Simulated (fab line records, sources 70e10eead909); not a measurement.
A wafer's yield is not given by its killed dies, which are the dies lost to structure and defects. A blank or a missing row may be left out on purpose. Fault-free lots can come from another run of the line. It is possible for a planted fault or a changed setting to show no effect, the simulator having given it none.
fab line records	flow nand-harc
record: lots: 6	wafers: 18	last-day: 32
route steps=1302 shown P_M2@329 P_BONDPAD@351 END@1302
lots untouched by any fault: they come from a run of this same line in which no faults occurred
start-h: start of the lot's first displayed wafer, in hours after the record's first day	wait-h: time in hours since the lot's previous step	" identical to the entry in the row above	L1.1+2: several wafers, shown together as one row	- value missing, or start not given	* or withheld: withheld	< > ~ a bound
route shown NAME@n: names a module that has steps shown in the file, with the first one's number in the route	usual: mean/standard deviation of fault-free wafers	same: alike in all rows	chamber/n: place in a boat	sites: per-site readings	_std_site: standard deviation of those values	_edge_site: inner sites' mean taken away from outer sites' mean	radius-mm: how far each site lies from the wafer's centre	mask NAME#n: copy n	behind: the most recent tool/chamber to have shaped the wafer	hold: why the lot went on hold/how many hours it stayed there/how the hold came to an end	device: the n, p or np transistor that did not switch	end of line: tests run on the same wafers once the route is complete	a step without rows: its recipe alone	killed: at the first sort, the dies lost to defects and structure; wafer yield is something else	map: dies across one wafer; x = killed, . = not, _ = none there
set.NAME: setting as actually run; set.NAME@STEP: the setting as run at that earlier step	model.NAME: the simulator's own value behind a step, which no gauge read
lots at some steps of the route; a table a step, a row a wafer
services: from which hour (start-h, from the record's first day; less than 0 if before it) a tool's chamber was out of use, for how many hours, and why
== steps ==
step: NHARC_P_M2_OVL_MEAS_10
recipe: pitch-nm: 340
usual: overlay-x-nm: 0.2/0.94	overlay-y-nm: 0.1/1
lot.wafer	tool	chamber	start-h	wait-h	overlay-x-nm	overlay-y-nm
L839.1	overlay-02	-	128.00	-	-1.4	0.8
L839.2	"	-	"	"	-0.9	1.0
L839.4	"	-	"	"	-1.1	1.1
L842.1	overlay-01	-	159.93	-	-0.1	-1.3
L842.4	"	-	"	"	-0.3	-1.3
L842.6	"	-	"	"	0.9	-0.9
L848.4	overlay-01	-	222.29	-	-1.2	-0.3
L848.5	"	-	"	"	-1.0	-0.3
L848.6	"	-	"	"	-0.8	0.2
L851.3	overlay-01	-	241.83	-	0.7	-0.7
L851.4	"	-	"	"	0.9	-0.6
L851.6	"	-	"	"	0.9	-1.0
L854.1	overlay-02	-	279.03	-	0.5	-0.1
L854.3	"	-	"	"	0.7	-0.5
L854.4	"	-	"	"	0.0	-0.7
L856.1	overlay-02	-	296.56	-	0.1	0.2
L856.3	"	-	"	"	-0.1	0.1
L856.5	"	-	"	"	-0.1	0.0
step: NHARC_P_M2_INSPECT_11
usual: raw-defect-count: 4.9/3
lot.wafer	tool	chamber	start-h	wait-h	raw-defect-count
L839.1	defect-inspect-02	-	128.04	0.0	3
L839.2	"	-	"	"	1
L839.4	"	-	"	"	4
L842.1	defect-inspect-02	-	159.97	0.0	8
L842.4	"	-	"	"	4
L842.6	"	-	"	"	3
L848.4	defect-inspect-02	-	222.33	0.0	4
L848.5	"	-	"	"	4
L848.6	"	-	"	"	5
L851.3	defect-inspect-01	-	241.87	0.0	4
L851.4	"	-	"	"	7
L851.6	"	-	"	"	5
L854.1	defect-inspect-02	-	279.06	0.0	6
L854.3	"	-	"	"	7
L854.4	"	-	"	"	6
L856.1	defect-inspect-01	-	296.60	0.0	2
L856.3	"	-	"	"	5
L856.5	"	-	"	"	6
step: NHARC_P_M2_DESCUM_14
recipe: time-s: 3	o2-flow-sccm: 200	ar-flow-sccm: 0	bias-power-w: 0	chemistry: O2
usual: drypump-motor-current-A: 6.1/0.52	oes-product-au: 1.000/0.0088	rf-vpp-V: 57.9/0.84	showerhead-plenum-p-Torr: 1.93/0.07	throttle-valve-pct: 11.311/0.0075
lot.wafer	tool	chamber	start-h	wait-h	drypump-motor-current-A	oes-product-au	rf-hours-counter-h	rf-vpp-V	showerhead-plenum-p-Torr	throttle-valve-pct
L839.2	rie-diel-11	0	128.10	0.1	6.6	0.999	2.0	58.1	2.05	11.307
L839.4	"	1	"	"	5.9	0.986	1.6	55.9	1.83	11.303
L839.1	"	3	"	"	6.4	1.012	2.1	57.8	1.92	11.320
L842.1	rie-diel-11	1	160.03	0.1	5.9	0.995	3.1	57.7	1.82	11.307
L842.4	"	2	"	"	5.5	1.001	3.6	58.2	1.88	11.301
L842.6	"	2	"	"	5.5	0.994	-	57.7	1.88	11.311
L848.4	rie-diel-10	2	222.41	0.1	6.1	1.009	7.4	58.1	1.88	11.307
L848.5	"	3	"	"	6.2	0.998	-	58.7	1.97	11.301
L848.6	"	0	"	"	6.7	1.008	-	57.0	1.94	11.307
L851.3	rie-diel-11	2	241.94	0.1	5.5	1.010	6.8	58.1	1.88	11.306
L851.4	"	0	"	"	6.6	1.009	-	58.7	2.05	11.304
L851.6	"	2	"	"	5.5	1.005	-	57.0	1.88	11.315
L854.4	rie-diel-10	0	279.13	0.1	6.7	0.992	0.5	57.3	1.94	11.316
L854.3	"	1	"	"	6.5	1.007	0.7	57.9	1.87	11.314
L854.1	"	2	"	"	6.1	0.976	0.7	58.0	1.88	11.315
L856.3	rie-diel-10	2	296.66	0.1	6.1	0.999	2.0	58.2	1.88	11.304
L856.1	"	0	"	"	6.7	1.004	1.3	58.1	1.94	11.298
L856.5	"	2	"	"	6.1	1.009	-	57.4	1.88	11.322
step: NHARC_P_M2_ETCH_35
recipe: target-depth-a: 400	overetch-a: 120	time-s: 43.94	ion-energy-ev: 200	n2-flow-sccm: 150	h2-flow-sccm: 150	ar-flow-sccm: 0	rf-w: 400	bias-w: 150	chemistry: N2/H2
step: NHARC_P_M2_ETCH_15
recipe: target-depth-a: 1825	time-s: 91.2	c4f8-flow-sccm: withheld	ar-flow-sccm: 400	rf-w: 600	bias-w: 300	chemistry: C4F8/Ar
step: NHARC_P_M2_CD_MEAS_16
usual: cd-nm: 170.2/0.92
lot.wafer	tool	chamber	start-h	wait-h	cd-nm
L839.1	cd-sem-02	-	128.40	-	169.5
L839.2	"	-	"	"	168.1
L839.4	"	-	"	"	169.4
L842.1	cd-sem-02	-	160.33	-	169.8
L842.4	"	-	"	"	169.9
L842.6	"	-	"	"	169.9
L848.4	cd-sem-01	-	222.70	-	170.4
L848.5	"	-	"	"	168.6
L848.6	"	-	"	"	171.2
L851.3	cd-sem-02	-	242.28	-	171.2
L851.4	"	-	"	"	170.4
L851.6	"	-	"	"	171.2
L854.1	cd-sem-01	-	279.43	-	170.6
L854.3	"	-	"	"	169.6
L854.4	"	-	"	"	171.3
L856.1	cd-sem-03	-	296.97	-	171.5
L856.3	"	-	"	"	171.2
L856.5	"	-	"	"	170.9
step: NHARC_P_M2_STRIP_18
recipe: power-w: 1000	n2-flow-sccm: 150	h2-flow-sccm: 150	ar-flow-sccm: 0	bias-w: 0	chemistry: N2/H2
step: NHARC_P_M2_ETCH_28
recipe: target-depth-a: 300	over-etch-frac: 0.3	time-s: 72.99	ion-energy-ev: 150	cf4-flow-sccm: 50	n2-flow-sccm: 100	ar-flow-sccm: 150	rf-w: 300	bias-w: 100	chemistry: CF4/N2
step: NHARC_P_M2_STRIP_19
recipe: time-s: 600	temp-c: 30	chemistry: post-etch-residue-remover
step: NHARC_P_M2_DEGAS_29
recipe: temp-c: 250	time-s: 60
step: NHARC_P_M2_PRE_CLEAN_30
recipe: time-s: 30	temp-c: 280	gas: H2/He
usual: heater-power-w: 402/36
lot.wafer	tool	chamber	start-h	wait-h	heater-power-w
L839.4	pvd-sputter-01	-	-	-	425
L839.2	"	-	"	"	432
L839.1	"	-	"	"	422
L842.1	pvd-sputter-02	-	-	-	317
L842.4	"	-	"	"	417
L842.6	"	-	"	"	312
L848.4	pvd-sputter-03	-	-	-	396
L848.5	"	-	"	"	442
L848.6	"	-	"	"	365
L851.3	pvd-sputter-01	-	-	-	438
L851.4	"	-	"	"	405
L851.6	"	-	"	"	438
L854.3	pvd-sputter-01	-	-	-	404
L854.4	"	-	"	"	401
L854.1	"	-	"	"	436
L856.3	pvd-sputter-01	-	-	-	405
L856.1	"	-	"	"	447
L856.5	"	-	"	"	395
step: NHARC_P_M2_PVD_20
recipe: target-thk-a: 50	bias-v: 168.6	power-w: 15000	chamber-pressure-pa: 0.12	time-s: 8.06	substrate-temp-c: 50	material: TaN
usual: throttle-valve-pct: 29.9/0.94
lot.wafer	tool	chamber	start-h	wait-h	throttle-valve-pct
L839.1	pvd-sputter-01	-	-	-	30.2
L839.4	"	-	"	"	30.5
L839.2	"	-	"	"	29.9
L842.4	pvd-sputter-02	-	-	-	28.3
L842.1	"	-	"	"	30.8
L842.6	"	-	"	"	28.1
L848.4	pvd-sputter-03	-	-	-	30.8
L848.6	"	-	"	"	30.9
L848.5	"	-	"	"	30.0
L851.3	pvd-sputter-01	-	-	-	29.8
L851.4	"	-	"	"	31.2
L851.6	"	-	"	"	29.9
L854.1	pvd-sputter-01	-	-	-	31.1
L854.4	"	-	"	"	29.9
L854.3	"	-	"	"	30.1
L856.3	pvd-sputter-01	-	-	-	30.1
L856.1	"	-	"	"	29.8
L856.5	"	-	"	"	30.2
step: NHARC_P_M2_PVD_21
recipe: target-thk-a: 300	chamber-pressure-pa: 5	power-w: 5000	substrate-temp-c: 30	time-s: 20.49	material: Cu
usual: throttle-valve-pct: 29.9/0.93
lot.wafer	tool	chamber	start-h	wait-h	throttle-valve-pct
L839.2	pvd-sputter-01	-	129.35	-	30.2
L839.1	"	-	"	"	30.4
L839.4	"	-	"	"	29.8
L842.1	pvd-sputter-02	-	161.68	-	30.9
L842.4	"	-	"	"	29.5
L842.6	"	-	"	"	29.4
L848.4	pvd-sputter-03	-	223.63	-	31.1
L848.6	"	-	"	"	30.9
L848.5	"	-	"	"	30.0
L851.3	pvd-sputter-01	-	243.28	-	30.0
L851.4	"	-	"	"	29.7
L851.6	"	-	"	"	29.9
L854.4	pvd-sputter-01	-	280.37	-	29.8
L854.1	"	-	"	"	31.0
L854.3	"	-	"	"	30.1
L856.1	pvd-sputter-01	-	297.91	-	29.9
L856.3	"	-	"	"	30.0
L856.5	"	-	"	"	30.4
step: NHARC_P_M2_ECD_22
recipe: target-thk-a: 4000	bath-temp-c: 25	material: Cu
step: NHARC_P_M2_ANNEAL_31
recipe: temp-c: 225	time-s: 90
step: NHARC_P_M2_CMP_23
recipe: t-overpolish-s: 20	target-thk-nm: 144.3
step: NHARC_P_M2_SRD_25
step: NHARC_P_M2_INSPECT_27
usual: raw-defect-count: 298/92
lot.wafer	tool	chamber	start-h	wait-h	raw-defect-count
L839.1	defect-inspect-01	-	130.68	0.0	232
L839.2	"	-	"	"	326
L839.4	"	-	"	"	361
L842.1	defect-inspect-01	-	163.01	0.0	193
L842.4	"	-	"	"	344
L842.6	"	-	"	"	243
L848.4	defect-inspect-02	-	224.96	0.0	333
L848.5	"	-	"	"	271
L848.6	"	-	"	"	314
L851.3	defect-inspect-01	-	244.61	0.0	192
L851.4	"	-	"	"	637
L851.6	"	-	"	"	253
L854.1	defect-inspect-01	-	281.74	0.0	375
L854.3	"	-	"	"	330
L854.4	"	-	"	"	375
L856.1	defect-inspect-02	-	299.24	0.0	227
L856.3	"	-	"	"	240
L856.5	"	-	"	"	229
step: NHARC_P_M2_PRE_CLEAN_32
recipe: time-s: 12	temp-c: 370	rf-power-w: 300	gas: NH3
step: NHARC_P_M2_DEP_33
recipe: target-thk-a: 300	temp-c: 370	target-thk-nm: 30	pressure-torr: 3	flow-sccm: 200	rf-w: 450	material: SiCN
usual: heater-power-w: 621/110
lot.wafer	tool	chamber	start-h	wait-h	heater-power-w
L839.1	pecvd-03	1	130.82	0.1	602
L839.2	"	2	"	"	529
L839.4	"	0	"	"	418
L842.1	pecvd-02	1	163.24	0.1	578
L842.6	"	0	"	"	612
L842.4	"	1	"	"	580
L848.5	pecvd-02	2	225.24	0.2	758
L848.4	"	0	"	"	647
L848.6	"	1	"	"	601
L851.3	pecvd-01	2	244.76	0.1	563
L851.6	"	0	"	"	597
L851.4	"	1	"	"	734
L854.1	pecvd-01	1	281.89	0.1	788
L854.3	"	2	"	"	561
L854.4	"	2	"	"	564
L856.3	pecvd-01	1	299.38	0.1	783
L856.1	"	2	"	"	586
L856.5	"	0	"	"	528
step: NHARC_P_BONDPAD_DEP_00
recipe: target-thk-a: 2500	temp-c: 370	target-thk-nm: 250	pressure-torr: 3	flow-sccm: 200	rf-w: 450	material: SiCN
step: NHARC_P_BONDPAD_CMP_32
recipe: target-thk-nm: 200	material: SiCN
usual: motor-current-A: 12.2/1.4	slurry-filter-dp-kPa: 13.50/0.14
lot.wafer	tool	chamber	start-h	wait-h	motor-current-A	slurry-filter-dp-kPa
L839.4	cmp-01	2	131.77	-	10.8	13.52
L839.2	"	3	"	"	15.0	13.41
L839.1	"	1	"	"	13.7	13.99
L842.1	cmp-02	0	163.98	-	13.7	13.48
L842.4	"	1	"	"	11.7	13.42
L842.6	"	1	"	"	12.3	13.61
L848.4	cmp-01	3	226.03	-	14.9	13.46
L848.5	"	0	"	"	13.1	13.50
L848.6	"	1	"	"	14.2	13.25
L851.4	cmp-03	0	245.58	-	10.8	13.66
L851.3	"	2	"	"	11.6	13.71
L851.6	"	1	"	"	11.0	13.50
L854.1	cmp-01	1	282.71	-	13.7	13.63
L854.3	"	0	"	"	13.5	13.28
L856.3	cmp-01	3	300.28	-	14.0	13.41
L856.5	"	1	"	"	14.0	13.36
step: NHARC_P_BONDPAD_THK_MEAS_33
recipe: thk-meas-gauge: ellipsometry
usual: thk-nm: 199.9/1.4
lot.wafer	tool	chamber	start-h	wait-h	thk-nm
L839.1	film-metro-02	-	132.02	0.2	201.9
L839.2	"	-	"	"	202.9
L839.4	"	-	"	"	199.0
L842.1	film-metro-02	-	164.23	0.2	199.0
L842.4	"	-	"	"	199.4
L842.6	"	-	"	"	199.2
L848.4	film-metro-02	-	226.20	0.2	200.0
L848.5	"	-	"	"	201.7
L848.6	"	-	"	"	200.6
L851.3	film-metro-02	-	245.85	0.2	201.1
L851.4	"	-	"	"	199.3
L851.6	"	-	"	"	200.0
L854.1	film-metro-01	-	282.96	0.2	200.1
L854.3	"	-	"	"	200.3
L856.3	film-metro-02	-	300.46	0.2	197.3
L856.5	"	-	"	"	199.4
step: NHARC_P_BONDPAD_SRD_34
step: NHARC_P_BONDPAD_DEHYDRATE_01
recipe: temp-c: 150	time-s: 120
step: NHARC_P_BONDPAD_HMDS_02
recipe: time-s: 30
step: NHARC_P_BONDPAD_COAT_36
recipe: temp-c: 200	time-s: 65
step: NHARC_P_BONDPAD_COAT_03
recipe: spin-rpm: 2000	resist-thk-nm: 600
step: NHARC_P_BONDPAD_SOFTBAKE_04
recipe: temp-c: 125	time-s: 70
step: NHARC_P_BONDPAD_EBR_05
step: NHARC_P_BONDPAD_EXPOSE_06
recipe: na: 0.55	dose-mj: 37.06	mask-id: P_BPAD
step: NHARC_P_BONDPAD_PEB_07
recipe: peb-temp-c: 128	peb-time-s: 80
step: NHARC_P_BONDPAD_DEVELOP_08
recipe: time-s: 50	dev-temp-c: 22
step: NHARC_P_BONDPAD_CD_MEAS_09
recipe: target-cd-nm: 500	landing-energy-ev: 500
usual: cd-nm: 498.8/1.6
lot.wafer	tool	chamber	start-h	wait-h	cd-nm
L839.1	cd-sem-03	0	132.58	-	499.9
L839.2	"	0	"	"	499.3
L839.4	"	0	"	"	499.9
L842.1	cd-sem-01	0	164.80	-	498.2
L842.4	"	0	"	"	499.5
L842.6	"	0	"	"	499.2
L848.4	cd-sem-03	0	226.67	-	497.4
L848.5	"	0	"	"	497.0
L848.6	"	0	"	"	499.6
L851.3	cd-sem-01	0	246.29	-	496.4
L851.4	"	0	"	"	498.0
L851.6	"	0	"	"	500.3
L854.1	cd-sem-01	0	283.53	-	499.3
L854.3	"	0	"	"	495.8
L856.3	cd-sem-01	0	301.03	-	497.0
L856.5	"	0	"	"	497.5
step: NHARC_P_BONDPAD_OVL_MEAS_38
usual: overlay-x-nm: -1/5	overlay-y-nm: 0/6.4
lot.wafer	tool	chamber	start-h	wait-h	overlay-x-nm	overlay-y-nm
L839.1	overlay-02	-	132.67	-	3	9
L839.2	"	-	"	"	3	9
L839.4	"	-	"	"	4	9
L842.1	overlay-01	-	164.88	-	2	2
L842.4	"	-	"	"	2	2
L842.6	"	-	"	"	2	2
L848.4	overlay-01	-	226.75	-	5	0
L848.5	"	-	"	"	5	0
L848.6	"	-	"	"	5	0
L851.3	overlay-02	-	246.38	-	-5	4
L851.4	"	-	"	"	-6	4
L851.6	"	-	"	"	-6	4
L854.1	overlay-02	-	283.62	-	5	6
L854.3	"	-	"	"	5	7
L856.3	overlay-02	-	301.11	-	2	4
L856.5	"	-	"	"	2	3
step: NHARC_P_BONDPAD_HARDBAKE_10
recipe: temp-c: 118	time-s: 65
step: NHARC_P_BONDPAD_DESCUM_11
recipe: time-s: 3	o2-flow-sccm: 200	ar-flow-sccm: 0	bias-power-w: 0	chemistry: O2
step: NHARC_P_BONDPAD_ETCH_37
recipe: target-depth-a: 600	overetch-a: 180	time-s: 65.91	ion-energy-ev: 200	n2-flow-sccm: 150	h2-flow-sccm: 150	ar-flow-sccm: 0	rf-w: 400	bias-w: 150	chemistry: N2/H2
step: NHARC_P_BONDPAD_ETCH_12
recipe: target-depth-a: 2000	time-s: 100	chf3-flow-sccm: 50	o2-flow-sccm: 10	ar-flow-sccm: 200	rf-w: 500	bias-w: 200	chemistry: CHF3/O2
step: NHARC_P_BONDPAD_CD_MEAS_13
usual: cd-nm: 498.2/1.7
lot.wafer	tool	chamber	start-h	wait-h	cd-nm
L839.1	cd-sem-02	-	133.11	-	498.4
L839.2	"	-	"	"	499.4
L839.4	"	-	"	"	499.6
L842.1	cd-sem-01	-	165.32	-	498.1
L842.4	"	-	"	"	498.1
L842.6	"	-	"	"	500.2
L848.4	cd-sem-02	-	227.19	-	496.7
L848.5	"	-	"	"	495.8
L848.6	"	-	"	"	499.6
L851.3	cd-sem-01	-	246.82	-	496.8
L851.4	"	-	"	"	498.2
L851.6	"	-	"	"	501.5
L854.1	cd-sem-01	-	284.05	-	499.3
L854.3	"	-	"	"	494.3
L856.3	cd-sem-01	-	301.55	-	496.2
L856.5	"	-	"	"	496.4
step: NHARC_END_SORT_01
recipe: temp-c: 25
usual: defect-limited-yield: 91/3.5	killed-at-array: 59/24	killed-at-other: 0.7/1.2	killed-at-periphery: 3.5/2.6	killed-dies: 63/24	killed-open: 3.2/2.1	killed-short: 2.4/1.5
same: gross-dies: 677
lot.wafer	tool	chamber	start-h	wait-h	defect-limited-yield[%]	killed-at-array	killed-at-other	killed-at-periphery	killed-dies	killed-open	killed-short
L842.1	prober-02	0	592.25	2.5	85	95	0	8	103	5	1
L842.4	prober-02	0	594.69	3.5	83	109	0	4	113	9	3
L842.6	prober-02	0	596.33	4.1	82	117	0	4	121	2	2
L854.4	prober-01	0	710.27	3.4	0	53	0	624	677	1	3
L856.1	prober-01	0	766.59	2.5	0	51	2	624	677	2	2
killed by level:class
L842.1 A_SLIT:chamber-film-flake=28 A_CHANNEL_HOLE_D2:chamber-film-flake=25 A_CHANNEL_HOLE_D1:chamber-film-flake=24 A_CONTACT:chamber-film-flake=11 P_M1:chamber-film-flake=4 A_STAIRCASE:chamber-film-flake=3 P_CONTACT:geometric-particle:open=2 P_ZERO_WELL:geometric-particle:open=1
L842.4 A_CHANNEL_HOLE_D2:chamber-film-flake=34 A_CHANNEL_HOLE_D1:chamber-film-flake=28 A_SLIT:chamber-film-flake=21 A_STAIRCASE:chamber-film-flake=5 A_CONTACT:chamber-film-flake=5 A_ONON_D1:geometric-particle:open=4 A_BONDPAD:chamber-film-flake=3 A_M0:geometric-particle:open=2
L842.6 A_CHANNEL_HOLE_D1:chamber-film-flake=39 A_CHANNEL_HOLE_D2:chamber-film-flake=36 A_SLIT:chamber-film-flake=28 A_CONTACT:chamber-film-flake=7 A_STAIRCASE:chamber-film-flake=3 P_M1:chamber-film-flake=2 P_M2:geometric-particle:short=1 A_CHANNEL_FILL_D1:geometric-particle:open=1
L854.4 P_M2:area-pvd=621 A_CHANNEL_HOLE_D2:chamber-film-flake=27 A_CONTACT:chamber-film-flake=9 A_STAIRCASE:chamber-film-flake=4 A_CHANNEL_HOLE_D1:chamber-film-flake=3 A_SLIT:chamber-film-flake=3 A_CHANNEL_HOLE_D1:geometric-particle:short=1 A_CHANNEL_FILL_D1:geometric-particle:short=1
L856.1 P_M2:area-pvd=621 A_CHANNEL_HOLE_D1:chamber-film-flake=16 A_STAIRCASE:chamber-film-flake=10 A_SLIT:chamber-film-flake=9 A_SGD_CUT:chamber-film-flake=5 A_WL_FILL:chamber-film-flake=3 A_CHANNEL_FILL_D1:chamber-film-flake=2 A_CONTACT:chamber-film-flake=2
map L854.4 (x killed, . not)
____________x____________
_________xxxxxxx_________
_______xxxxxxxxxxx_______
______xxxxxxxxxxxxx______
_____xxxxxxxxxxxxxxx_____
____xxxxxxxxxxxxxxxxx____
____xxxxxxxxxxxxxxxxx____
___xxxxxxxxxxxxxxxxxxx___
___xxxxxxxxxxxxxxxxxxx___
__xxxxxxxxxxxxxxxxxxxxx__
__xxxxxxxxxxxxxxxxxxxxx__
_xxxxxxxxxxxxxxxxxxxxxxx_
_xxxxxxxxxxxxxxxxxxxxxxx_
_xxxxxxxxxxxxxxxxxxxxxxx_
_xxxxxxxxxxxxxxxxxxxxxxx_
_xxxxxxxxxxxxxxxxxxxxxxx_
xxxxxxxxxxxxxxxxxxxxxxxxx
xxxxxxxxxxxxxxxxxxxxxxxxx
xxxxxxxxxxxxxxxxxxxxxxxxx
xxxxxxxxxxxxxxxxxxxxxxxxx
xxxxxxxxxxxxxxxxxxxxxxxxx
_xxxxxxxxxxxxxxxxxxxxxxx_
_xxxxxxxxxxxxxxxxxxxxxxx_
_xxxxxxxxxxxxxxxxxxxxxxx_
_xxxxxxxxxxxxxxxxxxxxxxx_
_xxxxxxxxxxxxxxxxxxxxxxx_
__xxxxxxxxxxxxxxxxxxxxx__
__xxxxxxxxxxxxxxxxxxxxx__
___xxxxxxxxxxxxxxxxxxx___
___xxxxxxxxxxxxxxxxxxx___
____xxxxxxxxxxxxxxxxx____
____xxxxxxxxxxxxxxxxx____
_____xxxxxxxxxxxxxxx_____
______xxxxxxxxxxxxx______
_______xxxxxxxxxxx_______
_________xxxxxxx_________
____________x____________
map L856.1 (x killed, . not)
____________x____________
_________xxxxxxx_________
_______xxxxxxxxxxx_______
______xxxxxxxxxxxxx______
_____xxxxxxxxxxxxxxx_____
____xxxxxxxxxxxxxxxxx____
____xxxxxxxxxxxxxxxxx____
___xxxxxxxxxxxxxxxxxxx___
___xxxxxxxxxxxxxxxxxxx___
__xxxxxxxxxxxxxxxxxxxxx__
__xxxxxxxxxxxxxxxxxxxxx__
_xxxxxxxxxxxxxxxxxxxxxxx_
_xxxxxxxxxxxxxxxxxxxxxxx_
_xxxxxxxxxxxxxxxxxxxxxxx_
_xxxxxxxxxxxxxxxxxxxxxxx_
_xxxxxxxxxxxxxxxxxxxxxxx_
xxxxxxxxxxxxxxxxxxxxxxxxx
xxxxxxxxxxxxxxxxxxxxxxxxx
xxxxxxxxxxxxxxxxxxxxxxxxx
xxxxxxxxxxxxxxxxxxxxxxxxx
xxxxxxxxxxxxxxxxxxxxxxxxx
_xxxxxxxxxxxxxxxxxxxxxxx_
_xxxxxxxxxxxxxxxxxxxxxxx_
_xxxxxxxxxxxxxxxxxxxxxxx_
_xxxxxxxxxxxxxxxxxxxxxxx_
_xxxxxxxxxxxxxxxxxxxxxxx_
__xxxxxxxxxxxxxxxxxxxxx__
__xxxxxxxxxxxxxxxxxxxxx__
___xxxxxxxxxxxxxxxxxxx___
___xxxxxxxxxxxxxxxxxxx___
____xxxxxxxxxxxxxxxxx____
____xxxxxxxxxxxxxxxxx____
_____xxxxxxxxxxxxxxx_____
______xxxxxxxxxxxxx______
_______xxxxxxxxxxx_______
_________xxxxxxx_________
____________x____________
== services ==
tool	chamber	start-h	hours	kind
pvd-sputter-03	-	114.56	2.0	repair
pecvd-02	2	125.51	12.4	repair
pecvd-02	0	128.18	7.7	repair
pecvd-01	-	130.00	13.0	pm
cmp-02	-	141.89	4.0	pm
cmp-01	-	152.10	2.3	repair
pecvd-02	0	152.65	9.0	repair
rie-diel-10	1	153.27	6.4	repair
pvd-sputter-01	-	158.82	4.2	repair
pvd-sputter-03	-	170.02	10.0	pm
pvd-sputter-02	-	182.78	3.9	repair
cmp-01	-	185.50	4.0	pm
pvd-sputter-02	-	187.20	6.1	repair
pvd-sputter-03	-	225.75	2.8	repair
pecvd-02	-	227.00	13.0	pm
pvd-sputter-01	-	228.92	10.0	pm
rie-diel-11	1	229.66	18.1	repair
rie-diel-10	0	236.69	1.6	repair
rie-diel-10	-	242.50	9.0	pm
rie-diel-11	-	255.50	9.0	pm
rie-diel-10	3	255.71	3.9	repair
pvd-sputter-02	-	261.18	5.4	repair
pvd-sputter-02	-	282.00	10.0	pm
cmp-01	-	283.59	4.0	pm
== key ==
first-sign: step: NHARC_END_SORT_01	reading: killed-at-periphery	direction: up	sigmas: 99+	usual: 3.5	struck: 624
effect: step: NHARC_END_SORT_01	reading: defect-limited-yield	direction: down	sigmas: 26	usual: 91	struck: 0
more-kills-born-at: NHARC_P_M2_PVD_21@pvd-sputter-01: 1242
met-at NHARC_P_M2_PVD_21
struck-wafers L854.4,L856.1
later-rows-left-out L854.4,L856.1
onset-between 243.28 280.37
fault: kind: process-parameter-drift	tool: pvd-sputter-01	chamber: -	onset-h: 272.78	steps: NHARC_P_M2_PVD_21	channel: target-thk-a	offset: *	shape: step	end-h: 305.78	acts-in: *	stated: *	scope: struck-wafers-only
later-rows-left-out: the simulator's readings of these wafers behind a module that went badly wrong aren't trusted and aren't shown, but for the sort
